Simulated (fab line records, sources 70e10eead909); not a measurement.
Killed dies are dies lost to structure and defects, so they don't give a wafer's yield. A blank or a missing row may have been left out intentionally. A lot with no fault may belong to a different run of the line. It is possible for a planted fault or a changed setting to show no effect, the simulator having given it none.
Which of the tools did it? -- flow nand harc -- 24 lots, 72 wafers sampled, at 3 steps of a route of 1302

WHAT THE GAUGES SHOWED, per wafer
NHARC_A_DECK1_JOINT_THK_MEAS_17: measures by ellipsometry. Usual: thk nm reads 45.2 nm (standard deviation 1.3).
lot,measured,on,thk nm (nm),flag
L074,day 12 07:35,film metro-01,45.9 43.8 46.7,
L075,day 12 22:01,film metro-02,43.9 42.6 43.8,
L076,day 13 11:11,film metro-02,47.1 44.7 46.0,
L077,day 13 13:48,film metro-02,44.3 46.3 44.3,
L078,day 14 03:43,film metro-02,45.7 46.0 46.4,
L079,day 14 16:02,film metro-02,44.2 45.8 46.4,
L080,day 14 16:04,film metro-01,43.1 45.3 44.0,
L082,day 15 18:28,film metro-02,43.5 45.3 45.3,
L081,day 15 18:39,film metro-02,45.8 44.6 48.2,
L083,day 16 09:55,film metro-01,45.9 42.0 45.5,
L084,day 16 10:10,film metro-02,44.0 46.1 45.8,
L085,day 16 17:59,film metro-01,45.7 45.4 45.8,
L086,day 17 06:41,film metro-02,43.9 44.7 45.0,
L087,day 18 07:57,film metro-01,44.6 46.0 43.6,
L088,day 18 08:06,film metro-01,44.3 46.7 44.6,
L089,day 18 23:27,film metro-01,44.0 45.6 44.8,
L090,day 18 23:27,film metro-02,44.6 45.9 43.6,
L091,day 19 18:05,film metro-01,44.8 45.8 48.1,
L092,day 19 23:55,film metro-01,44.7 43.7 45.8,
L094,day 20 22:23,film metro-01,44.0 46.4 45.1,
L093,day 20 22:23,film metro-01,48.4 47.6 46.8,
L095,day 21 05:29,film metro-02,47.3 45.1 45.7,
L097,day 21 17:19,film metro-02,44.6 46.6 44.4,
L096,day 21 19:04,film metro-02,48.2 46.5 47.7,

NHARC_A_ONON_D2_THK_MEAS_27: measures by ellipsometry. Usual: thk nm reads 1000 nm (standard deviation 11).
lot,measured,on,thk nm (nm),flag
L074,day 12 20:11,film metro-02,994 995 995,
L075,day 13 10:22,film metro-01,992 993 994,
L076,day 13 23:31,film metro-01,991 992 994,
L077,day 13 23:33,film metro-02,1011 1013 1012,
L078,day 14 15:43,film metro-01,1013 1013 1014,
L079,day 15 04:02,film metro-02,985 986 986,
L080,day 15 04:02,film metro-01,997 996 996,
L082,day 16 06:22,film metro-02,985 985 986,
L081,day 16 06:22,film metro-01,1014 1014 1013,
L083,day 16 22:55,film metro-01,1000 1002 1002,
L084,day 16 22:55,film metro-01,998 996 996,
L085,day 17 06:19,film metro-01,1003 1005 1003,
L086,day 17 18:58,film metro-02,1004 1004 1005,
L087,day 18 20:52,film metro-02,1010 1010 1011,
L088,day 18 20:52,film metro-01,994 996 994,
L089,day 19 14:48,film metro-01,1008 1009 1009,
L090,day 19 14:47,film metro-02,992 991 989,
L091,day 20 09:27,film metro-02,1000 999 1001,
L092,day 20 09:29,film metro-01,982 985 984,
L094,day 21 10:45,film metro-01,996 996 997,
L093,day 21 10:44,film metro-02,982 979 983,
L095,day 21 17:28,film metro-02,1017 1018 1016,
L097,day 22 05:37,film metro-01,1015 1015 1014,
L096,day 22 05:40,film metro-01,1011 1011 1011,

NHARC_A_CHANNEL_HOLE_D2_OVL_MEAS_11. Usual: overlay x nm -0.1 nm, standard deviation 0.78; overlay y nm -0.1 nm, standard deviation 0.8.
lot,measured,on,overlay x nm (nm),overlay y nm (nm),flag
L074,day 13 00:06,overlay-01,0.8 0.2 0.5,-0.5 -0.3 -1.2,
L075,day 13 14:17,overlay-02,-0.8 -0.3 -0.9,-0.7 -0.7 -0.6,
L076,day 14 03:31,overlay-01,0.3 0.2 0.5,0.6 0.9 0.7,
L077,day 14 04:22,overlay-01,0.7 0.1 0.2,-0.1 -0.4 -0.4,
L078,day 14 19:45,overlay-02,0.5 0.1 0.3,-0.8 -0.4 -1.1,
L079,day 15 09:05,overlay-01,-0.9 -0.8 -1.0,0.3 0.0 0.2,
L080,day 15 09:20,overlay-02,-1.6 -1.4 -1.1,0.0 0.1 -0.3,
L082,day 16 12:32,overlay-02,1.5 0.5 0.8,0.5 0.7 0.3,
L081,day 16 10:31,overlay-01,0.3 0.1 -0.1,0.7 0.4 0.1,
L083,day 17 03:14,overlay-01,-1.4 -1.6 -1.2,0.1 0.5 0.5,
L084,day 17 03:26,overlay-01,-0.5 -0.9 -1.1,1.2 1.3 1.2,
L085,day 17 10:07,overlay-02,-0.6 -0.4 -0.4,1.1 1.5 0.6,
L086,day 17 22:52,overlay-02,0.1 0.3 0.0,-1.0 -1.0 -1.3,
L087,day 19 03:21,overlay-01,0.0 -0.2 -0.1,-0.4 -0.3 -0.8,
L088,day 19 02:23,overlay-01,-1.1 -0.7 -0.7,-0.9 0.0 -0.9,
L089,day 19 19:21,overlay-02,0.3 0.5 0.0,-0.7 -1.1 -0.8,
L090,day 19 19:04,overlay-01,-0.9 -0.8 -1.2,0.0 0.5 0.7,
L091,day 20 15:01,overlay-01,-0.9 0.0 -1.6,-1.0 -0.7 -0.7,
L092,day 20 15:10,overlay-02,0.7 0.9 0.7,0.4 0.4 0.2,
L094,day 21 14:31,overlay-01,0.0 -0.1 0.0,0.6 0.8 0.2,
L093,day 21 14:40,overlay-02,0.3 0.4 0.1,-0.7 -0.8 0.0,
L095,day 21 23:15,overlay-02,0.4 1.3 1.4,1.6 1.6 1.8,
L097,day 22 09:32,overlay-01,-0.8 -1.2 -1.6,-1.2 -0.9 -1.3,
L096,day 22 09:41,overlay-02,-0.1 0.7 -0.2,-1.2 -0.7 -0.6,

EACH LOT AND THE TOOL THAT RAN IT (in order: tool; ch and the chambers of the sampled wafers; start)
No process step before these readings appears in the record.

AS READ BY THE TOOLS THEMSELVES (means over the sampled wafers that have a number; for cases with no such wafer, the mark the record gives instead)
The record holds no such reading with a usual standard deviation.

THE ANSWER, worked out from the rows above alone
Rule: take the mean of a lot's wafers that have a number; if it is more than 3 standard deviations from the usual mean, the lot is off. A lot without any number at a reading at which 4 lots or more have one is off too. The other lots that the step has rows for count as sound. Order of review: gauges by route order, followed by the tools' own readings, for which a lot's mean as printed above is used. The first step at which some lot is off is used, and at that step the reading that is off furthest; a lot without a number counts as furthest.
Nothing can be told from this: no lot is off at any reading shown.

WHAT HAD BEEN PUT IN BY THE SIMULATOR
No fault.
